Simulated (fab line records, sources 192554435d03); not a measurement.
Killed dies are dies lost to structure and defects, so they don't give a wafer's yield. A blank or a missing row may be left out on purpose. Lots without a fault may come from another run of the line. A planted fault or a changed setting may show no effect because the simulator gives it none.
Problem report in the 8D (eight disciplines) form, filled by code | flow n5_finfet | the parts of the form that need people (team, actions taken, sign-off) are left out

1. THE PROBLEM
run_length_s at N5_BEOL_M4_TRENCH_ETCH_37 reads a mean of 54.6 s on 1 wafer of 1 lot; wafers without a fault read 52.3 s with a standard deviation of 0.36. That is +6.4 standard deviations from the usual mean.
The step: etches SiOC in C4F6/O2, target depth 55.555 nm, time 29.2 s.
First seen on wafer L240.2, day 10 18:52, on rie_diel-05. The record holds 26 wafers of 9 lots with a number at this step. Rule for "out", or "out of limits": more than 4 standard deviations from the usual mean. The other wafers with a number count as sound.

2. WHAT IT IS AND WHAT IT IS NOT
question                    | is                | is not
which readings at this step | run_length_s      | chamber_pressure_mTorr, drypump_motor_current_A, oes_product_au, rf_vpp_V, showerhead_plenum_p_Torr, throttle_valve_pct
which lots                  | L240              | L231, L232, L244, L245, L246, L250, L252, L254
which wafers of those lots  | L240.2            | L240.5
read on which tools         | rie_diel-05       | rie_diel-01, rie_diel-02
when                        | from day 10 18:52 | up to then (7 sound wafers); but 18 sound wafers of L244, L245, L246, L250, L252, L254 came after

3. SUSPECTS, AND WHAT RULES EACH OUT
Counting: a tool at a process step up to the reading stays a suspect if it ran every lot that is out. Sound lots after the first of them don't rule it out here, since some wafers of a struck lot are sound.
- ald_sin-02 at N5_BEOL_M4_ALD_98 (deposits SiO2, target thk 2.5 nm, pulse time 1 s, co reactant pulse time 1 s): kept. It ran the lot that is out, L240 (day 10 18:06).
- rie_diel-05 at N5_BEOL_M4_TRENCH_ETCH_37 (etches SiOC in C4F6/O2, target depth 55.555 nm, time 29.2 s): kept. It ran the lot that is out, L240 (day 10 18:52). Its own readings are out on those wafers: run_length_s.
- Within ald_sin-02 at N5_BEOL_M4_ALD_98: the wafers that are out ran in chamber 0; their sound lot-mates ran in chamber 1.
- Within rie_diel-05 at N5_BEOL_M4_TRENCH_ETCH_37: the wafers that are out ran in chamber 3; their sound lot-mates ran in chamber 1.
Left after counting: ald_sin-02 at N5_BEOL_M4_ALD_98, rie_diel-05 at N5_BEOL_M4_TRENCH_ETCH_37.

4. THE CAUSE (what the simulator had put in)
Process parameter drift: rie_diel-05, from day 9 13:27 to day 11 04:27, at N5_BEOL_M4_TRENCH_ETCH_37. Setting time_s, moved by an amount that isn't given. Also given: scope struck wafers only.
Counting left 2 suspects, and this tool is among them.

5. THE CHAIN OF EFFECTS, in route order
Each row: a reading whose mean over the struck wafers that have a number lies more than 3 standard deviations from the usual. Only readings for which the record gives a usual standard deviation are gone through. hours: the time from each lot's start at the first step in this table that gives one to its start at this step, as a median over the lots. sigmas: the change in usual standard deviations.
hours | step                      | reading         | usual   | on struck wafers | change | sigmas
0     | N5_BEOL_M4_TRENCH_ETCH_37 | run_length_s    | 52.3 s  | 54.6             | +2.3   | +6.4
0     | N5_BEOL_M4_OCD_MEAS_38    | trench_depth_nm | 55.4 nm | 58.8             | +3.4   | +3.5
The process steps in it:
- N5_BEOL_M4_TRENCH_ETCH_37: etches SiOC in C4F6/O2, target depth 55.555 nm, time 29.2 s.
Later measuring or inspecting steps at which every struck wafer that the step has a row for has a number for every such reading, and none has moved that far: N5_BEOL_M4_RC_MEAS_101.

6. WHAT WOULD HAVE CAUGHT IT SOONER
In this record the first reading out of limits was taken at day 10 18:52, 29 hours after the fault began at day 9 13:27.
